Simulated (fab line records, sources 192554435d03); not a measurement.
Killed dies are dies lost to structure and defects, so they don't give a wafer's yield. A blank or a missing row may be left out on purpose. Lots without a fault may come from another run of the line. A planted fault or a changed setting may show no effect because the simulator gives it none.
Which tool did it? | flow n5_finfet | 14 lots, 42 wafers sampled, at 4 steps of a route of 1938

WHAT THE GAUGES READ, wafer by wafer
N5_BEOL_M2_CD_MEAS_11: target cd 16.79 nm.
lot  | measured     | on        | cd_nm (nm)
L374 | day 6 12:00  | cd_sem-03 | 16.97 16.85 16.84
L375 | day 6 19:44  | cd_sem-03 | 17.04 16.53 16.56
L376 | day 6 23:28  | cd_sem-01 | 16.50 16.45 16.87
L379 | day 7 23:23  | cd_sem-03 | 16.49 16.45 16.78
L380 | day 8 08:43  | cd_sem-03 | 17.15 16.81 16.72
L384 | day 9 05:27  | cd_sem-03 | 16.77 16.68 16.74
L387 | day 9 19:08  | cd_sem-01 | - - -
L388 | day 10 05:49 | cd_sem-01 | - - -
L391 | day 10 19:05 | cd_sem-02 | 16.71 16.85 16.46
L392 | day 11 01:11 | cd_sem-03 | 16.79 17.03 16.64
L393 | day 11 05:18 | cd_sem-01 | 17.04 16.35 17.02
L394 | day 11 15:08 | cd_sem-02 | 17.07 16.45 17.23
L395 | day 11 18:12 | cd_sem-02 | 17.02 16.74 16.82
L397 | day 12 04:44 | cd_sem-01 | 16.55 16.82 16.93

N5_BEOL_M2_OVL_MEAS_12.
lot  | measured     | on         | M2_OVL (nm)
L374 | day 6 12:02  | overlay-02 | 0.4 0.4 -0.6
L375 | day 6 19:46  | overlay-01 | 0.1 -0.9 -0.1
L376 | day 6 23:29  | overlay-01 | 0.1 -0.6 0.0
L379 | day 7 23:25  | overlay-02 | -1.0 -0.8 -0.7
L380 | day 8 08:45  | overlay-01 | 1.0 0.3 0.4
L384 | day 9 05:29  | overlay-02 | -1.0 -0.3 0.1
L387 | day 9 19:10  | overlay-02 | - - -
L388 | day 10 05:50 | overlay-02 | - - -
L391 | day 10 19:08 | overlay-02 | 0.0 -0.8 0.5
L392 | day 11 01:13 | overlay-01 | -0.9 -0.2 -1.7
L393 | day 11 05:20 | overlay-01 | -1.0 -0.6 0.1
L394 | day 11 15:10 | overlay-02 | -0.3 -0.1 0.2
L395 | day 11 18:14 | overlay-01 | 1.4 1.0 0.7
L397 | day 12 04:47 | overlay-01 | 0.4 -0.6 0.0

WHICH TOOL RAN EACH LOT (tool, then ch and the chambers of the sampled wafers, then the start)
lot  | N5_BEOL_M1_ANNEAL_51             | N5_BEOL_M2_EXPOSE_08
L374 | rtp_anneal-02 ch 0, day 6 08:46  | euv_scanner-02 ch 0, day 6 11:52
L375 | rtp_anneal-02 ch 0, day 6 17:41  | euv_scanner-01 ch 0, day 6 19:37
L376 | rtp_anneal-02 ch 0, day 6 21:58  | euv_scanner-01 ch 0, day 6 23:20
L379 | rtp_anneal-01 ch 0, day 7 22:00  | euv_scanner-01 ch 0, day 7 23:16
L380 | rtp_anneal-01 ch 0, day 8 05:13  | euv_scanner-02 ch 0, day 8 08:35
L384 | rtp_anneal-02 ch 0, day 9 03:49  | euv_scanner-01 ch 0, day 9 05:19
L387 | rtp_anneal-02 ch 0, day 9 16:59  | euv_scanner-02, day 9 19:00
L388 | rtp_anneal-02 ch 0, day 10 03:46 | euv_scanner-02, day 10 05:40
L391 | rtp_anneal-01 ch 0, day 10 16:37 | euv_scanner-02 ch 0, day 10 18:58
L392 | rtp_anneal-02 ch 0, day 10 22:21 | euv_scanner-01 ch 0, day 11 01:03
L393 | rtp_anneal-02 ch 0, day 11 00:55 | euv_scanner-02 ch 0, day 11 05:10
L394 | rtp_anneal-01 ch 0, day 11 13:23 | euv_scanner-02 ch 0, day 11 15:01
L395 | rtp_anneal-01 ch 0, day 11 16:47 | euv_scanner-02 ch 0, day 11 18:05
L397 | rtp_anneal-01 ch 0, day 12 02:37 | euv_scanner-02 ch 0, day 12 04:37
- N5_BEOL_M1_ANNEAL_51: time 90 s.
- N5_BEOL_M2_EXPOSE_08: exposes mask M2.

WHAT THE TOOLS THEMSELVES READ (means of the sampled wafers that have a number; where no wafer has one, the mark that the record gives instead)
N5_BEOL_M1_ANNEAL_51.
lot  | tool          | wafer_temp_C_max
L374 | rtp_anneal-02 | 226.7
L375 | rtp_anneal-02 | 226.9
L376 | rtp_anneal-02 | 226.7
L379 | rtp_anneal-01 | 227.0
L380 | rtp_anneal-01 | 226.6
L384 | rtp_anneal-02 | 226.2
L387 | rtp_anneal-02 | 226.6
L388 | rtp_anneal-02 | 226.4
L391 | rtp_anneal-01 | 226.5
L392 | rtp_anneal-02 | 226.6
L393 | rtp_anneal-02 | 226.1
L394 | rtp_anneal-01 | 227.1
L395 | rtp_anneal-01 | 227.0
L397 | rtp_anneal-01 | 227.0

N5_BEOL_M2_EXPOSE_08.
lot  | tool           | exposure_dose_mJ_cm2
L374 | euv_scanner-02 | 41.17
L375 | euv_scanner-01 | 41.17
L376 | euv_scanner-01 | 41.19
L379 | euv_scanner-01 | 41.19
L380 | euv_scanner-02 | 41.18
L384 | euv_scanner-01 | 41.20
L387 | euv_scanner-02 | -
L388 | euv_scanner-02 | -
L391 | euv_scanner-02 | 41.16
L392 | euv_scanner-01 | 41.13
L393 | euv_scanner-02 | 41.11
L394 | euv_scanner-02 | 41.15
L395 | euv_scanner-02 | 41.17
L397 | euv_scanner-02 | 41.16

THE ANSWER, worked out from the rows above alone
Rule: what is usual is taken from the lots themselves. Put in order of their means at a reading, lots are off if they are a third of the lots or fewer, leave a main group of 4 or more, and stand apart from it by a gap of 3 or more times the standard deviation of the main group's means; of several such gaps the widest counts. A main group whose means are all the same, to the digits that the tables above print for the reading, isn't used. A lot without any number at a reading at which 4 lots or more have one is off too. The other lots that the step has rows for count as sound. The gauges are gone through in route order, then the tools' own readings, and for those a lot's mean is taken as printed above. The first step at which some lot is off is used, and at that step the reading that is off furthest; a lot without a number counts as furthest.
Off: L387, L388, at N5_BEOL_M2_CD_MEAS_11 (cd_nm). Without a number there: L387, L388. The main group: mean 16.77 nm, standard deviation 0.11.
A tool fits if, at a process step before that reading, it ran every lot that is off, and no sound lot after the first of them. The gauges at N5_BEOL_M2_CD_MEAS_11 aren't tried: what is off there is off at N5_BEOL_M2_OVL_MEAS_12 too, on other tools, and a gauge's error can't cause that. None of those tried fits.

WHAT THE SIMULATOR HAD PUT IN
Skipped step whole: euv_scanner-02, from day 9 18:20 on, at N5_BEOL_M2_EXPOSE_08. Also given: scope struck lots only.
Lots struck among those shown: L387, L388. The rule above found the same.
